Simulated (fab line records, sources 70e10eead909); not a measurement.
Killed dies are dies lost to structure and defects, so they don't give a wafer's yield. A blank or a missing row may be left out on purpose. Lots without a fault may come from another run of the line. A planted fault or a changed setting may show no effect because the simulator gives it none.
Chamber matching | flow nand_harc | NHARC_P_M0_CMP_23 on cmp-01: 4 sister chambers
The step polishes, t overpolish 20 s, target thk 117.53 nm. 4 wafers are shown with their chamber, then 10 later ones without.

WAFERS WITH THEIR CHAMBER
wafer  | chamber | motor_current_A (A)
L080.6 | 3       | 12.1
L084.2 | 1       | 13.9
L085.1 | 2       | 12.7
L085.3 | 0       | 12.1

WAFERS WITHOUT THEIR CHAMBER
wafer  | motor_current_A (A)
L085.5 | 12.8
L089.1 | 12.8
L089.5 | 12.5
L089.6 | 12.6
L092.1 | 12.0
L092.3 | 12.6
L092.4 | 12.3
L097.1 | 11.8
L097.2 | 12.3
L097.3 | 14.1

WHICH CHAMBER EACH WENT THROUGH
wafer  | from the rows above          | in truth
L085.5 | 2                            | 2
L089.1 | 2                            | 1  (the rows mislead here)
L089.5 | can't be placed: 2 or 0 or 3 | 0
L089.6 | 2                            | 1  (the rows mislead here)
L092.1 | can't be placed: 0 or 3      | 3
L092.3 | 2                            | 2
L092.4 | can't be placed: 0 or 3 or 2 | 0
L097.1 | can't be placed: 0 or 3      | 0
L097.2 | can't be placed: 0 or 3 or 2 | 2
L097.3 | 1                            | 1
Placed correctly: 3 of 10. Can't be placed from these rows: 5 (the true chamber is among the candidates in 5). Placed wrongly: 2.
How it was worked out, from the rows above alone: a wafer's distance from a chamber is the root of the sum, over the readings, of the square of ((its reading less the chamber's mean) divided by the reading's scatter). The wafer belongs to the nearest chamber; if the next one is less than 2 further off, it can't be placed. A chamber's mean is the mean of its shown wafers. The scatter: with one shown wafer a chamber, the root of the mean of the squares of how far each hidden wafer lies from its nearest shown one.
